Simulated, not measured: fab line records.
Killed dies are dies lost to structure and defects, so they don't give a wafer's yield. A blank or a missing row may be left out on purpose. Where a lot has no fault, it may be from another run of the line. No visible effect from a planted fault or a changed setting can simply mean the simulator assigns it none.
Comparing a struck lot with a sound one + flow n5 finfet + 40 out of 1938 route steps
Sound: wafers L485.3, L485.4, L485.5. Wafers struck: L496.2, L496.3, L496.5. The cause comes at the end.
Order at every step that has rows: each side's tool, ch and its chambers, its first start. Under that, the readings that differ: sound wafers + struck wafers + difference of the means + sigmas: that difference in standard deviations of wafers without a fault.
alike: words and numbers the same on both sides, and readings whose means are apart by under 2 such deviations; not compared: readings that were withheld, readings missing a value for some wafer, numbers with overlapping values and no deviation given by the record, and bounds like >300 which may hide the same value.
The two part at a step that has a row with sigmas, a row that says differs or no value, or rows on one side only. Non-overlapping numbers with no deviation appear without sigmas and do not part them. A reading that every wafer of one side lacks parts them only if that side has two wafers or more.

first, 10 steps without rows for these wafers: N5_DUMMY_GATE_STRIP_40 (strips in CF4); N5_DUMMY_GATE_ETCH_31 (etches SiO2 in C4F6/O2, target depth 82.5 nm, time 27.5 s); N5_DUMMY_GATE_STRIP_41 (strips in O2); N5_DUMMY_GATE_HM_OPEN_21 (chemistry CH3F/O2, target SiNx, target depth 120 nm, time 171.4 s); N5_DUMMY_GATE_ETCH_32 (etches SiO2 in CF4, target depth 3.5 nm, time 3.9 s); N5_DUMMY_GATE_ETCH_23 (etches poly-Si in HBr/Cl2/O2, target depth 41 nm, time 22.3 s); N5_DUMMY_GATE_ETCH_44 (etches poly-Si in HBr/O2, stops on SiO2, target depth 127.5 nm); N5_DUMMY_GATE_ETCH_42 (etches SiO2 in CHF3/O2, target depth 3.5 nm, time 31 s); N5_DUMMY_GATE_STRIP_48 (strips in N2/H2, time 20 s); N5_DUMMY_GATE_PRECLEAN_33 (cleans in dHF, time 10 s).
N5_DUMMY_GATE_PRECLEAN_25: cleans in O3/DIW, time 45 s.
  sound on wet bench-02 ch 0,2,3, day 5 00:20; struck on wet bench-02 ch 0,1,7, day 7 20:03
then, 3 steps without rows for these wafers: N5_DUMMY_GATE_PRECLEAN_51 (cleans in SC2, time 45 s); N5_DUMMY_GATE_SRD_26 (time 30 s); N5_DUMMY_GATE_UV_OZONE_45 (time 120 s).
N5_DUMMY_GATE_INSPECT_27: inspects for defects (brightfield).
  sound on defect inspect-01, day 5 00:26; struck on defect inspect-01, day 7 20:09
| reading          | sound       | struck         | difference | sigmas |
|------------------|-------------|----------------|------------|--------|
| raw defect count | 364 316 228 | 1634 1730 1758 | +1405      | +20    |
then, 3 steps without rows for these wafers: N5_SPACER0_ALD_07 (deposits SiNx, target thk 2 nm); N5_SPACER0_ALD_00 (deposits SiOCN, target thk 3.5 nm, pulse time 3 s, purge time 2 s); N5_SPACER0_ALD_08 (deposits SiNx, target thk 2 nm).
N5_SPACER0_INSPECT_04: inspects for defects (darkfield).
  sound on defect inspect-01, day 5 01:02; struck on defect inspect-02, day 7 20:45
| reading          | sound       | struck         | difference | sigmas |
|------------------|-------------|----------------|------------|--------|
| raw defect count | 140 162 108 | 1478 1538 1577 | +1394      | +40    |
then, 8 steps without rows for these wafers: N5_SD_EPI_N_COAT_32 (time 60 s, resist thk 350 nm); N5_SD_EPI_N_COAT_33 (time 60 s, resist thk 35 nm); N5_SD_EPI_N_COAT_03 (resist thk 150 nm); N5_SD_EPI_N_EBR_05; N5_SD_EPI_N_SOFTBAKE_04 (time 60 s); N5_SD_EPI_N_EXPOSE_06 (exposes mask SD N BLK, target cd 120 nm); N5_SD_EPI_N_PEB_07 (peb time 60 s); N5_SD_EPI_N_DEVELOP_08 (develop time 30 s).
N5_SD_EPI_N_INSPECT_11: inspects for defects (macro).
  sound on defect inspect-02, day 5 01:31; struck on defect inspect-01, day 7 21:12
| reading          | sound | struck         | difference | sigmas |
|------------------|-------|----------------|------------|--------|
| raw defect count | 6 1 1 | >300 >300 >300 | differs    |        |
then, 10 steps without rows for these wafers: N5_SD_EPI_N_DESCUM_14 (chemistry O2, time 7.9 s); N5_SD_EPI_N_ETCH_34 (etches SiARC in CF4, target depth 45.5 nm, time 75.8 s); N5_SD_EPI_N_ETCH_35 (etches SOC in N2/H2, overetch 108 nm, time 486 s); N5_SD_EPI_N_STRIP_36 (strips in N2/H2); N5_SD_EPI_N_ETCHBACK_44 (etches SiNx in CH3F/O2, stops on SiO2, target depth 14.5 nm); N5_SD_EPI_N_ETCH_45 (etches SiOCN in CH3F/O2, target depth 6 nm); N5_SD_EPI_N_ETCH_16 (etches SiO2 in CHF3/O2, target depth 5 nm); N5_SD_EPI_N_STRIP_47 (strips in CHF3/O2); N5_SD_EPI_N_SD_RECESS_17 (chemistry HBr/Cl2/O2, target depth 41 nm, time 23.7 s, bt time 3 s); N5_SD_EPI_N_STRIP_38 (strips in N2/H2).
N5_SD_EPI_N_INSPECT_26: inspects for defects (darkfield).
  sound on defect inspect-01, day 5 06:35; struck on defect inspect-02, day 8 01:56
| reading          | sound       | struck         | difference | sigmas |
|------------------|-------------|----------------|------------|--------|
| raw defect count | 247 256 184 | 1540 1599 1664 | +1372      | +31    |
-- here the record skips 10 days between the struck wafers' starts before and after, leaving off in module SD_EPI_N and picking up in module PASSIVATION (first step shown: number 1936 of the route) --
N5_PASSIVATION_PROBE_49:
  sound on prober-02, day 14 18:27; struck on prober-01, day 17 19:19
| reading             | sound      | struck      | difference | sigmas |
|---------------------|------------|-------------|------------|--------|
| killed at front end | 67 52 37   | 193 148 196 | +127       | +12    |
| killed dies         | 131 105 96 | 238 194 256 | +119       | +7     |
  alike: killed_at_M0_to_M3, killed_at_M4_up, killed at contacts, killed at other, killed on rim, killed open, killed short

## WHERE THEY PART
First at N5_DUMMY_GATE_INSPECT_27; last, within this record, at N5_PASSIVATION_PROBE_49.

WHY: what the simulator had put in
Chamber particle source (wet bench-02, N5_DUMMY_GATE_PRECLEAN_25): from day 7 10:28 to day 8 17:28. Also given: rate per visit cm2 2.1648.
